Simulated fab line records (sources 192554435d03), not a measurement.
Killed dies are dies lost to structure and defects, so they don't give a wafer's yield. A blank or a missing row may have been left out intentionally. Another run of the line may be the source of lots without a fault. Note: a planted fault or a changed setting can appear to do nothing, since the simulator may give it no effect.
The tool behind it: which one?    flow n5-finfet    7 lots, 21 wafers sampled, at 2 steps of a route of 1938

WHAT THE GAUGES READ, wafer by wafer
N5_MIM_TOP_LITHO_INSPECT_12: inspects for defects (macro).
lot   measured      on                 raw-defect-count
L235  day 11 21:34  defect-inspect-02  2 2 2
L238  day 13 11:28  defect-inspect-01  2 0 2
L240  day 13 16:18  defect-inspect-02  2 3 1
L246  day 15 02:05  defect-inspect-01  1 2 0
L247  day 15 21:26  defect-inspect-02  1 1 3
L253  day 17 12:23  defect-inspect-02  4 2 0
L255  day 17 19:17  defect-inspect-02  0 2 2

TOOL THAT RAN EACH LOT (tool first, then ch and the chambers of the sampled wafers, then the start)
lot   N5_MIM_BOT_DEGAS_01
L235  pvd-sputter-01, day 11 20:16
L238  pvd-sputter-01, day 13 08:04
L240  pvd-sputter-01, day 13 14:45
L246  pvd-sputter-03, day 15 00:59
L247  pvd-sputter-02, day 15 20:05
L253  pvd-sputter-01, day 17 08:45
L255  pvd-sputter-03, day 17 17:34
- N5_MIM_BOT_DEGAS_01: time 60 s.

THE ANSWER, worked out from the rows above alone
Rule: the lots themselves supply what counts as usual. The widest of any qualifying gaps counts: lots, ordered by their means at a reading, are off when they make up no more than a third of the lots, leave a main group of 4 or more, and stand apart from it by 3 or more times the standard deviation of that group's means. The tables above print the reading to a certain number of digits; a main group whose means all agree to those digits is not used. A lot without any number at a reading at which 4 lots or more have one is off too. The other lots that the step has rows for count as sound.
Across all readings shown, no lot is off: no conclusion can be drawn from this.

WHAT HAD BEEN PUT IN BY THE SIMULATOR
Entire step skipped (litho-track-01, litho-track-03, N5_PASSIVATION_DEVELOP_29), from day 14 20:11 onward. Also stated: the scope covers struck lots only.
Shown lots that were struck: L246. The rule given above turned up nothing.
